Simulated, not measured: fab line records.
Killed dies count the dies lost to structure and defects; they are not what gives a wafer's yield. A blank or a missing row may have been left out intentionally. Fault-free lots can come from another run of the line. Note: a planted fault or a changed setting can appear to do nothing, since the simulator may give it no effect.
A struck lot beside a sound one / flow n5-finfet / 17 out of 1938 route steps
Sound: wafers L666.2, L666.5, L666.6. Wafers L672.1, L672.3, L672.4 were the ones struck. The cause is named last.
Each step with rows lists, per side, the tool, then ch with its chambers, then its first start. Under that, the readings that differ: sound wafers / struck wafers / difference of the means / sigmas: that difference in standard deviations of wafers without a fault.
alike: same words and numbers on both sides, and readings whose means sit less than 2 such deviations apart. not compared: any withheld reading, any reading some wafer has no value for, any bound like >300 that may hide the same value, and any number with overlapping values for which the record gives no deviation.
A row with sigmas, a row that says differs or no value, or rows on one side alone: a step with any of these is where the two part. Numbers that have no deviation but don't overlap get no sigmas and don't part them. A reading that every wafer of one side lacks parts them only if that side has two wafers or more.

first, 9 steps without rows for these wafers: N5_SDB_COAT_03 (time 60 s, resist thk 100 nm); N5_SDB_COAT_04 (time 60 s, resist thk 18 nm); N5_SDB_COAT_05 (resist thk 90 nm); N5_SDB_EBR_07; N5_SDB_SOFTBAKE_06 (time 60 s); N5_SDB_EXPOSE_08 (exposes mask SDB); N5_SDB_PEB_09 (peb time 60 s); N5_SDB_DEVELOP_10 (develop time 30 s); N5_SDB_DESCUM_16 (chemistry O2, time 7.9 s).
N5_SDB_ETCH_17: etches SiARC in CF4, target depth 23.4 nm, time 39 s.
  sound on rie-diel-04 ch 0,3, day 5 06:34; struck on rie-diel-04 ch 0,1,3, day 6 19:50
  no value came back on the struck wafers for any of 8 readings (bias-w (W), cf4-flow-sccm (sccm) and others); on the sound wafers bias-w (W) reads 36.02 35.97 35.95
reading=model.CAR-ArF_of_SDB_COAT_05.thk-nm (nm); sound=67 67 66.6; struck=83.4 83.6 83.2; difference=+16.5; sigmas=
  not compared: rf-hours-counter-h
N5_SDB_ETCH_18: etches SOC in N2/H2, target depth 100 nm, overetch 20 nm, time 150 s.
  sound on rie-diel-04 ch 0,3, day 5 06:36; struck on rie-diel-04 ch 0,1,3, day 6 19:52
reading=oes-product-au (a.u.); sound=0.62 0.63 0.65; struck=0.27 0.26 0.27; difference=-0.37; sigmas=-4
  alike: bias-w, chamber-pressure-mTorr, drypump-motor-current-A, rf-vpp-V, showerhead-plenum-p-Torr, throttle-valve-pct
  not compared: rf-hours-counter-h
then, 2 steps without rows for these wafers: N5_SDB_STRIP_19 (strips in N2/H2); N5_SDB_STRIP_21 (strips in CF4).
N5_SDB_HM_OPEN_20: chemistry CH3F/O2, target SiNx, stops on poly-Si, target depth 24 nm.
  sound on rie-diel-04 ch 0,3, day 5 06:46; struck on rie-diel-04 ch 0,1,3, day 6 20:01
reading=oes-product-au (a.u.); sound=0.57 0.59 0.60; struck=0.27 0.26 0.27; difference=-0.32; sigmas=-4
  alike: drypump-motor-current-A, rf-vpp-V, showerhead-plenum-p-Torr, throttle-valve-pct
  not compared: rf-hours-counter-h
then, 1 step without rows for these wafers: N5_SDB_STRIP_22 (strips in N2/H2).
N5_BEOL_M4_RC_MEAS_101:
  the record has rows for the sound wafers here (prober-01 ch 0, day 9 06:37) and none for the struck ones
-- the record jumps here: 9 days lie between the struck wafers' starts before and after (it left off in module BEOL_M4 and takes up again in module PASSIVATION, whose first step shown is number 1936 of the route) --
N5_PASSIVATION_PROBE_49:
  the record has rows for the struck wafers here (prober-01, day 16 07:34) and none for the sound ones

## WHERE THEY PART
Last at N5_PASSIVATION_PROBE_49 as far as this record goes, first at N5_SDB_ETCH_17.

WHY: the cause the simulator had injected
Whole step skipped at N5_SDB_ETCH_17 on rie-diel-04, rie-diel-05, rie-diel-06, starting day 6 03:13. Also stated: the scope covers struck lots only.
